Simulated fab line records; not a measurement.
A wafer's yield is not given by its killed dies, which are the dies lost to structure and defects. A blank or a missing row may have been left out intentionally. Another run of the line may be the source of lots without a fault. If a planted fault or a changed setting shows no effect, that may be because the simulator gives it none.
fab line records	flow n5_finfet
record: lots: 7	wafers: 21	last_day: 18
route steps=1938 shown BEOL_M1@821 BEOL_M4@1111 PASSIVATION@1936
lots with no fault: from the same line, run without faults
start_h: start of the lot's first displayed wafer, in hours after the record's first day	wait_h: hours since the lot's step before	" same as the row above	L1.1+2: a single row standing in for several wafers	- no value present, or no start provided	* or withheld: withheld	< > ~ a bound
route shown NAME@n: names a module that has steps shown in the file, with the first one's number in the route	usual: the fault-free wafers' mean and standard deviation	same: alike in all rows	chamber/n: place in a boat	sites: readings site by site	_std_site: the standard deviation of these	_edge_site: mean of outer sites minus mean of inner sites	radius_mm: for every site, how far away it sits from the centre of the wafer	mask NAME#n: copy n	behind: tool/chamber where the wafer was last shaped	hold: the reason the lot was held/the length of the hold in hours/how it ended	device: transistor that didn't switch, given as n, p or np	end of line: the tests these same wafers got at the end of their route	step lacking rows: just its recipe	killed: the dies lost at the first sort to structure and to defects; this is not the yield of the wafer	map: shows each die of a wafer: x if killed, . if not, _ if none is there
set.NAME: the setting that was run; set.NAME@STEP: the one run at that earlier step	model.NAME: the simulator's own value behind a step, which no gauge read
lots at some steps of the route; a table a step, a row a wafer
services: a tool's chamber out of use, with start hour (start_h, from the record's first day; less than 0 if before it), hours out, and reason
== steps ==
step: N5_BEOL_M1_ANNEAL_87
recipe: temp_c: 400	time_s: 240	ambient: vacuum
step: N5_BEOL_M1_SPUTTER_88
recipe: material: Cu	target_thk_a: 45	temp_c: -20	chamber_pressure_pa: 0.07	power_w: withheld	time_s: 8.29
step: N5_BEOL_M1_ANNEAL_89
recipe: temp_c: 400	time_s: 240	ambient: vacuum
usual: heater_power_w: 820/98
same: time_s: 240
lot.wafer	tool	chamber	start_h	wait_h	heater_power_w
L371.2	pvd_sputter-03	-	138.74	0.0	760
L371.3	"	-	"	"	787
L371.4	"	-	"	"	709
L379.1	pvd_sputter-01	-	188.88	0.0	725
L379.3	"	-	"	"	903
L379.4	"	-	"	"	879
L381.1	pvd_sputter-01	-	198.62	0.0	731
L381.4	"	-	"	"	864
L381.6	"	-	"	"	891
L382.2	pvd_sputter-02	-	211.22	0.0	739
L382.3	"	-	"	"	904
L382.4	"	-	"	"	1051
L390.1	pvd_sputter-03	-	259.11	0.0	773
L390.3	"	-	"	"	790
L390.6	"	-	"	"	800
L392.1	pvd_sputter-02	-	270.93	0.0	742
L392.4	"	-	"	"	845
L392.5	"	-	"	"	867
L393.2	pvd_sputter-01	-	274.64	0.0	738
L393.3	"	-	"	"	706
L393.4	"	-	"	"	876
step: N5_BEOL_M1_SPUTTER_90
recipe: material: Cu	target_thk_a: 45	temp_c: -20	chamber_pressure_pa: 0.07	power_w: withheld	time_s: 8.29
step: N5_BEOL_M1_ANNEAL_91
recipe: temp_c: 400	time_s: 240	ambient: vacuum
usual: heater_power_w: 819/97
same: time_s: 240
lot.wafer	tool	chamber	start_h	wait_h	heater_power_w
L371.2	pvd_sputter-03	-	138.96	0.0	759
L371.3	"	-	"	"	814
L371.4	"	-	"	"	695
L379.1	pvd_sputter-01	-	189.10	0.0	714
L379.3	"	-	"	"	897
L379.4	"	-	"	"	886
L381.1	pvd_sputter-01	-	198.84	0.0	706
L381.4	"	-	"	"	904
L381.6	"	-	"	"	869
L382.2	pvd_sputter-02	-	211.44	0.0	747
L382.3	"	-	"	"	881
L382.4	"	-	"	"	1043
L390.1	pvd_sputter-03	-	259.33	0.0	783
L390.3	"	-	"	"	817
L390.6	"	-	"	"	801
L392.1	pvd_sputter-02	-	271.15	0.0	761
L392.4	"	-	"	"	828
L392.5	"	-	"	"	864
L393.2	pvd_sputter-01	-	274.86	0.0	727
L393.3	"	-	"	"	700
L393.4	"	-	"	"	897
step: N5_BEOL_M1_SPUTTER_92
recipe: material: Cu	target_thk_a: 45	temp_c: -20	chamber_pressure_pa: 0.07	power_w: withheld	time_s: 8.29
step: N5_BEOL_M1_ANNEAL_93
recipe: temp_c: 400	time_s: 240	ambient: vacuum
step: N5_BEOL_M1_SPUTTER_94
recipe: material: Cu	target_thk_a: 45	temp_c: -20	chamber_pressure_pa: 0.07	power_w: withheld	time_s: 8.29
usual: throttle_valve_pct: 30.1/1
same: time_s: 8.29
lot.wafer	tool	chamber	start_h	wait_h	throttle_valve_pct
L371.2	pvd_sputter-03	-	139.32	0.1	29.2
L371.3	"	-	"	"	29.9
L371.4	"	-	"	"	32.1
L379.1	pvd_sputter-01	-	189.46	0.1	29.9
L379.3	"	-	"	"	30.5
L379.4	"	-	"	"	31.6
L381.1	pvd_sputter-01	-	199.20	0.1	30.8
L381.4	"	-	"	"	30.7
L381.6	"	-	"	"	31.9
L382.2	pvd_sputter-02	-	211.80	0.1	29.2
L382.3	"	-	"	"	29.2
L382.4	"	-	"	"	29.0
L390.1	pvd_sputter-03	-	259.69	0.1	29.5
L390.3	"	-	"	"	30.4
L390.6	"	-	"	"	30.2
L392.1	pvd_sputter-02	-	271.51	0.1	29.6
L392.4	"	-	"	"	28.7
L392.5	"	-	"	"	29.5
L393.2	pvd_sputter-01	-	275.22	0.1	30.2
L393.3	"	-	"	"	30.6
L393.4	"	-	"	"	30.7
step: N5_BEOL_M1_ANNEAL_95
recipe: temp_c: 400	time_s: 240	ambient: vacuum
usual: heater_power_w: 819/99
same: time_s: 240
lot.wafer	tool	chamber	start_h	wait_h	heater_power_w
L371.2	pvd_sputter-03	-	139.40	0.0	771
L371.3	"	-	"	"	796
L371.4	"	-	"	"	709
L379.1	pvd_sputter-01	-	189.54	0.0	708
L379.3	"	-	"	"	878
L379.4	"	-	"	"	886
L381.1	pvd_sputter-01	-	199.28	0.0	715
L381.4	"	-	"	"	889
L381.6	"	-	"	"	878
L382.2	pvd_sputter-02	-	211.88	0.0	748
L382.3	"	-	"	"	880
L382.4	"	-	"	"	1061
L390.1	pvd_sputter-03	-	259.77	0.0	752
L390.3	"	-	"	"	801
L390.6	"	-	"	"	787
L392.1	pvd_sputter-02	-	271.59	0.0	745
L392.4	"	-	"	"	823
L392.5	"	-	"	"	854
L393.2	pvd_sputter-01	-	275.30	0.0	710
L393.3	"	-	"	"	711
L393.4	"	-	"	"	894
step: N5_BEOL_M1_SPUTTER_96
recipe: material: Cu	target_thk_a: 45	temp_c: -20	chamber_pressure_pa: 0.07	power_w: withheld	time_s: 8.29
step: N5_BEOL_M1_ECD_50
recipe: material: Cu	target_thk_a: 3000
step: N5_BEOL_M1_ANNEAL_51
recipe: temp_c: 225	time_s: 90	ambient: N2
usual: wafer_temp_C_max: 226.3/0.71
same: time_s: 90
lot.wafer	tool	chamber	start_h	wait_h	wafer_temp_C_max
L371.2	rtp_anneal-01	0	139.81	0.1	226.6
L371.3	"	0	"	"	227.0
L371.4	"	0	"	"	226.7
L379.1	rtp_anneal-01	0	189.92	0.1	227.3
L379.3	"	0	"	"	226.8
L379.4	"	0	"	"	226.8
L381.1	rtp_anneal-01	0	199.61	0.1	227.3
L381.4	"	0	"	"	226.4
L381.6	"	0	"	"	226.6
L382.2	rtp_anneal-01	0	212.26	0.1	226.4
L382.3	"	0	"	"	226.3
L382.4	"	0	"	"	226.3
L390.1	rtp_anneal-02	0	260.11	0.1	225.4
L390.3	"	0	"	"	225.4
L390.6	"	0	"	"	225.0
L392.1	rtp_anneal-01	0	271.92	0.1	227.0
L392.4	"	0	"	"	226.7
L392.5	"	0	"	"	226.9
L393.2	rtp_anneal-02	0	275.87	0.3	225.5
L393.3	"	0	"	"	225.9
L393.4	"	0	"	"	225.8
step: N5_BEOL_M1_CMP_52
recipe: stop_on: SiOC	t_overpolish_s: 6.8	down_force_psi: 1	platen_rpm: 50	clearing_platen_down_force_psi: 1.5	clearing_platen_rpm: 50	post_cmp_clean: cu_alkaline	target_thk_nm: 40	clearing_platen_pad_velocity_m_s: 0.99484	pad_velocity_m_s: 0.99484
usual: barrier_field_endpoint_s: 24.8/0.71	edge_zone_pressure_frac: 1.000/0.0048	head_pressure_psi: 1.0001/0.0023	motor_current_A: 5.9/0.47	overpolish_run_s: 6.801/0.0095	time_to_endpoint_s: 62/3.5
same: t_overpolish_s: 6.8
lot.wafer	tool	chamber	start_h	wait_h	barrier_field_endpoint_s	edge_zone_pressure_frac	head_pressure_psi	motor_current_A	overpolish_run_s	time_to_endpoint_s
L371.3	cmp-03	2	140.08	0.2	24.9	1.002	0.9987	6.4	6.812	61
L371.4	"	3	"	"	25.8	0.998	0.9953	6.3	6.797	66
L371.2	"	0	"	"	24.5	0.985	0.9990	5.2	6.799	63
L379.1	cmp-02	0	190.22	0.3	38.0	1.001	0.6339	4.6	3.138	60
L379.3	"	1	"	"	38.5	1.003	0.6365	5.0	2.652	63
L379.4	"	2	"	"	38.9	1.002	0.6354	5.4	2.272	62
L381.4	cmp-02	2	199.95	0.2	37.9	1.008	0.6329	5.5	3.270	61
L381.1	"	0	"	"	39.1	0.996	0.6371	4.9	2.033	61
L381.6	"	2	"	"	38.8	0.999	0.6376	5.5	2.424	63
L382.4	cmp-02	1	212.55	0.2	39.7	0.995	0.6383	5.4	1.446	62
L382.3	"	2	"	"	38.0	0.995	0.6397	5.2	3.210	61
L382.2	"	3	"	"	38.5	0.994	0.6376	5.0	2.704	57
L390.3	cmp-01	2	260.40	0.2	24.6	1.003	1.0012	6.1	6.785	58
L390.1	"	3	"	"	26.5	1.002	1.0028	6.6	6.800	74
L390.6	"	2	"	"	24.9	0.998	0.9953	5.9	6.809	62
L392.1	cmp-01	3	272.22	0.3	25.3	0.999	1.0009	6.7	6.808	68
L392.4	"	2	"	"	24.5	0.998	0.9955	5.6	6.783	59
L392.5	"	0	"	"	24.9	0.997	0.9988	6.4	6.789	65
L393.4	cmp-02	3	276.13	0.1	25.0	0.999	1.0007	5.4	6.802	57
L393.3	"	0	"	"	24.2	1.005	1.0000	5.5	6.781	62
L393.2	"	2	"	"	23.4	1.007	1.0024	6.2	6.814	59
step: N5_BEOL_M4_RC_MEAS_101
usual: DIBL_N: 36.2/1.6	DIBL_P: 36.1/2	IOFF_N: 0.16/0.032	IOFF_P: 0.22/0.036	ION_N: 672/11	ION_P: 463/7.5	SS_N: 71.4/0.58	SS_P: 73.2/0.67	VT_N: 250/3.3	VT_P: -250/3.3
lot.wafer	tool	chamber	start_h	wait_h	DIBL_N[mV/V]	DIBL_P[mV/V]	IOFF_N[nA/um]	IOFF_P[nA/um]	ION_N[uA/um]	ION_P[uA/um]	SS_N[mV/dec]	SS_P[mV/dec]	VT_N[mV]	VT_P[mV]
L371.2	prober-01	0	175.64	0.2	38.3	37.9	0.19	0.28	676	468	72.0	73.7	246	-245
L371.3	"	0	"	"	32.8	31.0	0.10	0.16	651	457	70.2	72.0	255	-255
L371.4	"	0	"	"	35.6	35.2	0.14	0.22	671	465	71.6	73.0	251	-249
L379.1	prober-02	0	224.54	0.0	37.1	38.6	0.16	0.26	656	467	71.9	73.2	249	-246
L379.3	"	0	"	"	38.7	39.4	0.18	0.27	671	465	71.2	73.7	249	-245
L379.4	"	0	"	"	39.2	39.8	0.20	0.29	674	468	71.9	74.0	247	-245
L381.1	prober-01	0	237.90	0.0	36.6	37.0	0.17	0.26	681	470	71.9	73.4	249	-245
L381.4	"	0	"	"	37.8	38.8	0.20	0.30	680	472	71.7	73.8	244	-244
L381.6	"	0	"	"	37.1	37.5	0.19	0.28	683	477	72.1	72.7	246	-242
L382.2	prober-02	0	247.13	0.2	34.8	35.3	0.16	0.23	689	477	70.9	72.6	246	-245
L382.3	"	0	"	"	37.3	37.4	0.20	0.27	690	472	71.5	74.3	248	-245
L382.4	"	0	"	"	38.0	37.1	0.20	0.25	686	471	71.9	73.0	246	-246
L390.1	prober-02	0	305.07	0.0	39.0	37.3	0.18	0.24	677	469	70.9	73.5	249	-248
L390.3	"	0	"	"	35.9	33.6	0.13	0.19	650	451	70.3	72.7	251	-251
L390.6	"	0	"	"	38.1	35.7	0.16	0.22	671	464	70.6	72.6	248	-248
L392.1	prober-02	0	322.86	0.0	35.0	35.9	0.14	0.18	678	465	70.4	72.6	252	-251
L392.4	"	0	"	"	35.1	36.2	0.13	0.18	679	464	71.2	72.8	251	-252
L392.5	"	0	"	"	36.3	37.7	0.16	0.21	677	467	71.5	72.8	250	-253
L393.2	prober-02	0	340.00	0.2	36.9	38.3	0.17	0.23	675	469	71.6	73.0	249	-251
L393.3	"	0	"	"	34.1	34.9	0.12	0.19	668	464	71.0	72.4	254	-252
L393.4	"	0	"	"	34.5	35.5	0.14	0.19	671	463	71.1	72.4	250	-250
step: N5_PASSIVATION_PROBE_49
usual: defect_limited_yield: 91.4/1.3	killed_at_M0_to_M3: 34/10	killed_at_M4_up: 14/5.6	killed_at_contacts: 13/5.9	killed_at_front_end: 37/9.9	killed_at_other: 3.5/2.8	killed_dies: 101/15	killed_open: 67/12	killed_short: 32/6.6	sort_bin_5_function: 5.0/0.81	sort_bin_6_memory: 3.2/0.66	sort_n_pass: 1079/15	sort_yield_pct: 91.4/1.3
same: gross_dies: 1180	killed_at_back_side: 0	sort_bin_4_leakage[%]: 0	sort_bin_8_speed[%]: 0
lot.wafer	tool	chamber	start_h	wait_h	defect_limited_yield[%]	killed_at_M0_to_M3	killed_at_M4_up	killed_at_contacts	killed_at_front_end	killed_at_other	killed_dies	killed_open	killed_short	sort_bin_5_function[%]	sort_bin_6_memory[%]	sort_n_pass	sort_yield_pct[%]
L371.2	prober-02	-	289.93	0.1	90.3	36	13	25	30	10	114	87	26	5.2	4.2	1066	90.3
L371.3	prober-02	-	289.98	0.1	91.9	31	5	15	42	2	95	56	37	4.8	3.1	1085	91.9
L371.4	prober-02	-	290.03	0.2	92.5	27	12	9	29	11	88	57	31	4.2	2.8	1092	92.5
L379.1	prober-01	-	336.79	0.0	92.0	26	13	15	40	0	94	59	35	5.3	2.5	1086	92.0
L379.3	prober-01	-	336.89	0.1	93.0	30	12	12	29	0	83	60	22	4.4	2.4	1097	93.0
L379.4	prober-01	-	336.94	0.2	90.3	17	10	17	67	3	114	66	40	6.1	2.5	1066	90.3
L381.1	prober-01	-	342.28	0.0	91.5	33	12	18	35	2	100	62	37	5.6	2.5	1080	91.5
L381.4	prober-01	-	342.43	0.2	90.7	22	17	25	45	1	110	75	35	5.4	3.6	1070	90.7
L381.6	prober-01	-	342.53	0.3	91.7	34	8	19	36	1	98	68	30	4.5	3.3	1082	91.7
L382.2	prober-01	-	352.92	0.1	93.2	13	11	16	38	2	80	63	16	3.6	3.0	1100	93.2
L382.3	prober-01	-	352.97	0.1	93.3	25	19	4	28	3	79	58	19	4.5	1.9	1101	93.3
L382.4	prober-01	-	353.02	0.2	92.5	20	16	10	38	5	89	60	26	5.0	2.3	1091	92.5
L390.1	prober-02	-	404.72	0.0	90.9	41	10	8	43	5	107	67	38	4.9	3.6	1073	90.9
L390.3	prober-02	-	404.82	0.1	89.5	66	16	12	27	3	124	88	33	6.6	3.6	1056	89.5
L390.6	prober-02	-	404.97	0.3	90.8	44	11	13	27	13	108	60	43	5.3	3.7	1072	90.8
L392.1	prober-02	-	423.56	0.0	89.0	40	28	17	45	0	130	88	42	6.8	4.1	1050	89.0
L392.4	prober-02	-	423.71	0.2	90.3	40	17	22	34	2	115	77	37	5.4	4.0	1065	90.3
L392.5	prober-02	-	423.76	0.2	90.7	50	8	14	38	0	110	73	37	5.0	4.0	1070	90.7
L393.2	prober-02	-	438.91	0.1	90.8	47	16	9	35	1	108	68	40	5.2	3.6	1072	90.8
L393.3	prober-02	-	438.96	0.1	91.1	41	14	11	37	2	105	70	35	5.5	2.8	1075	91.1
L393.4	prober-02	-	439.01	0.2	91.0	38	10	5	49	4	106	65	40	5.0	3.3	1074	91.0
killed by level:class
L371.2 MOL_CONTACT_COAG:geometric_particle:open=21 BEOL_M1:geometric_particle:open=14 BEOL_M0_SAQP:geometric_particle:open=8 STI_FIN_REVEAL:geometric_particle:open=6 DUMMY_GATE:geometric_particle:open=6 FIN_SAQP:geometric_particle:short=5 GATE_CUT:geometric_particle:short=5 BEOL_M0_SAQP:geometric_particle:short=5
L371.3 FIN_SAQP:geometric_particle:short=14 FIN_SAQP:geometric_particle:open=10 MOL_CONTACT_COAG:geometric_particle:open=9 BEOL_M1:geometric_particle:open=9 BEOL_M0_SAQP:geometric_particle:short=7 GATE_CUT:geometric_particle:open=6 GATE_CUT:geometric_particle:short=6 MOL_CONTACT_COAG:geometric_particle:short=6
L371.4 FIN_SAQP:geometric_particle:short=8 BEOL_M1:geometric_particle:open=8 DUMMY_GATE:geometric_particle:open=6 MOL_CONTACT_COAG:geometric_particle:open=6 BEOL_M2:geometric_particle:open=6 BEOL_M4:geometric_particle:open=5 BEOL_M0_SAQP:geometric_particle:open=4 FIN_SAQP:geometric_particle:open=3
L379.1 MOL_CONTACT_COAG:geometric_particle:open=11 FIN_SAQP:geometric_particle:short=8 FIN_SAQP:geometric_particle:open=7 BEOL_M3:geometric_particle:open=7 BEOL_M4:geometric_particle:open=7 STARTING-WAFER:geometric_particle:open=5 GATE_CUT:geometric_particle:short=4 MOL_CONTACT_COAG:geometric_particle:short=4
L379.3 BEOL_M1:geometric_particle:open=12 MOL_CONTACT_COAG:geometric_particle:open=10 FIN_SAQP:geometric_particle:short=9 DUMMY_GATE:geometric_particle:open=7 BEOL_M2:geometric_particle:open=7 BEOL_M0_SAQP:geometric_particle:open=4 GATE_CUT:geometric_particle:short=3 BEOL_M0_SAQP:geometric_particle:short=3
L379.4 STI_FIN_REVEAL:geometric_particle:open=12 MOL_CONTACT_COAG:geometric_particle:open=12 GATE_CUT:geometric_particle:short=10 DUMMY_GATE:geometric_particle:open=9 HKMG_FIN:area_etch=8 FIN_SAQP:geometric_particle:open=6 STARTING-WAFER:geometric_particle:open=6 MOL_CONTACT_COAG:geometric_particle:short=5
L381.1 MOL_CONTACT_COAG:geometric_particle:open=15 FIN_SAQP:geometric_particle:short=10 BEOL_M1:geometric_particle:open=10 FIN_SAQP:geometric_particle:open=9 BEOL_M3:geometric_particle:open=7 BEOL_M0_SAQP:geometric_particle:short=4 BEOL_M4:geometric_particle:open=4 DUMMY_GATE:geometric_particle:open=3
L381.4 MOL_CONTACT_COAG:geometric_particle:open=21 FIN_SAQP:geometric_particle:short=19 FIN_SAQP:geometric_particle:open=9 BEOL_M0_SAQP:geometric_particle:open=6 BEOL_M4:geometric_particle:open=5 STI_FIN_REVEAL:geometric_particle:open=4 DUMMY_GATE:geometric_particle:open=4 MOL_CONTACT_COAG:geometric_particle:short=4
L381.6 MOL_CONTACT_COAG:geometric_particle:open=12 BEOL_M3:geometric_particle:open=10 STI_FIN_REVEAL:geometric_particle:open=8 BEOL_M0_SAQP:geometric_particle:open=8 FIN_SAQP:geometric_particle:short=7 MOL_CONTACT_COAG:geometric_particle:short=7 BEOL_M0_SAQP:geometric_particle:short=5 BEOL_M1:geometric_particle:open=5
L382.2 MOL_CONTACT_COAG:geometric_particle:open=16 STI_FIN_REVEAL:geometric_particle:open=16 BEOL_M4:geometric_particle:open=7 FIN_SAQP:geometric_particle:short=5 FIN_SAQP:geometric_particle:open=5 STI_FIN_REVEAL:geometric_particle:short=4 BEOL_M3:geometric_particle:open=4 DUMMY_GATE:geometric_particle:open=2
L382.3 BEOL_M0_SAQP:geometric_particle:open=13 BEOL_M5:geometric_particle:open=11 FIN_SAQP:geometric_particle:open=7 FIN_SAQP:geometric_particle:short=6 STI_FIN_REVEAL:geometric_particle:open=5 MOL_CONTACT_COAG:geometric_particle:open=4 BEOL_M0_SAQP:geometric_particle:short=4 BEOL_M0:geometric_particle:open=4
L382.4 FIN_SAQP:geometric_particle:open=15 MOL_CONTACT_COAG:geometric_particle:open=8 FIN_SAQP:geometric_particle:short=7 BEOL_M5:geometric_particle:open=6 BEOL_M3:geometric_particle:open=5 BEOL_M4:geometric_particle:open=5 BEOL_M1:geometric_particle:open=3 BEOL_M2:geometric_particle:open=3
L390.1 FIN_SAQP:geometric_particle:open=10 BEOL_M2:geometric_particle:open=8 SPACER0:geometric_particle:open=7 BEOL_M0_SAQP:geometric_particle:short=7 BEOL_M0_SAQP:geometric_particle:open=7 MOL_CONTACT_COAG:geometric_particle:open=6 BEOL_M3:geometric_particle:open=6 GATE_CUT:geometric_particle:short=5
L390.3 BEOL_M0_SAQP:geometric_particle:open=18 BEOL_M0_SAQP:geometric_particle:short=16 BEOL_M2:geometric_particle:open=12 MOL_CONTACT_COAG:geometric_particle:open=10 BEOL_M4:geometric_particle:open=9 BEOL_M1:geometric_particle:open=8 FIN_SAQP:geometric_particle:open=6 DUMMY_GATE:geometric_particle:open=6
L390.6 MOL_CONTACT_COAG:geometric_particle:open=12 BEOL_M0_SAQP:geometric_particle:short=11 BEOL_M3:geometric_particle:open=8 BEOL_M2:geometric_particle:open=7 BEOL_M0_SAQP:geometric_particle:open=6 GATE_CUT:geometric_particle:short=6 STI_FIN_REVEAL:geometric_particle:open=5 SPACER0:geometric_particle:short=5
L392.1 FIN_SAQP:geometric_particle:open=13 MOL_CONTACT_COAG:geometric_particle:open=11 BEOL_M4:geometric_particle:open=11 BEOL_M3:geometric_particle:open=10 DUMMY_GATE:geometric_particle:open=8 FIN_SAQP:geometric_particle:short=7 BEOL_M0_SAQP:geometric_particle:open=7 BEOL_M1:geometric_particle:open=7
L392.4 MOL_CONTACT_COAG:geometric_particle:open=19 FIN_SAQP:geometric_particle:open=11 BEOL_M2:geometric_particle:open=9 BEOL_M0_SAQP:geometric_particle:short=7 BEOL_M4:geometric_particle:open=7 GATE_CUT:geometric_particle:short=6 BEOL_M0_SAQP:geometric_particle:open=6 BEOL_M1:geometric_particle:open=6
L392.5 BEOL_M1:geometric_particle:open=12 BEOL_M0_SAQP:geometric_particle:short=10 FIN_SAQP:geometric_particle:open=9 BEOL_M3:geometric_particle:open=9 MOL_CONTACT_COAG:geometric_particle:open=8 BEOL_M2:geometric_particle:open=8 FIN_SAQP:geometric_particle:short=7 BEOL_M0_SAQP:geometric_particle:open=7
L393.2 BEOL_M0_SAQP:geometric_particle:open=21 BEOL_M0_SAQP:geometric_particle:short=15 FIN_SAQP:geometric_particle:short=8 STI_FIN_REVEAL:geometric_particle:open=7 FIN_SAQP:geometric_particle:open=6 MOL_CONTACT_COAG:geometric_particle:open=6 BEOL_M3:geometric_particle:open=4 BEOL_M2:geometric_particle:open=4
L393.3 BEOL_M0_SAQP:geometric_particle:open=16 BEOL_M0_SAQP:geometric_particle:short=13 MOL_CONTACT_COAG:geometric_particle:open=11 GATE_CUT:geometric_particle:short=8 STI_FIN_REVEAL:geometric_particle:open=7 FIN_SAQP:geometric_particle:open=6 BEOL_M2:geometric_particle:open=6 BEOL_M5:geometric_particle:open=6
L393.4 BEOL_M0_SAQP:geometric_particle:short=14 BEOL_M0_SAQP:geometric_particle:open=9 DUMMY_GATE:geometric_particle:open=8 STI_FIN_REVEAL:geometric_particle:open=7 STARTING-WAFER:geometric_particle:short=6 BEOL_M3:geometric_particle:open=6 FIN_SAQP:geometric_particle:open=5 SPACER0:geometric_particle:open=4
== services ==
tool	chamber	start_h	hours	kind
cmp-02	-	116.34	7.8	repair
pvd_sputter-02	-	157.68	14.3	repair
cmp-02	-	157.69	4.0	pm
cmp-02	-	161.69	-	consumable_replace:conditioner
cmp-02	-	161.69	-	consumable_replace:pad
cmp-03	-	172.74	4.8	pm
cmp-03	-	183.59	6.1	repair
pvd_sputter-02	-	207.32	1.6	repair
cmp-03	-	208.71	0.5	repair
cmp-01	-	209.41	4.0	pm
cmp-01	-	213.41	-	consumable_replace:conditioner
cmp-01	-	213.41	-	consumable_replace:pad
cmp-02	-	231.37	0.9	repair
== key ==
first_sign: step: N5_BEOL_M1_CMP_52	reading: overpolish_run_s	direction: down	sigmas: 99+	usual: 6.801	struck: 2.572
effect: step: N5_BEOL_M1_CMP_52	reading: head_pressure_psi	direction: down	sigmas: 99+	usual: 1.0001	struck: 0.6366
met_at N5_BEOL_M1_CMP_52
struck_wafers L379.1,L379.3,L379.4,L381.1,L381.4,L381.6,L382.2,L382.3,L382.4
fault: kind: process_parameter_drift	tool: cmp-02	chamber: -	onset_h: 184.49	steps: N5_BEOL_M1_CMP_52	channel: down_force_psi	offset: -0.36311	shape: step	end_h: 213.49	acts_in: these_recipes_only	stated: 1
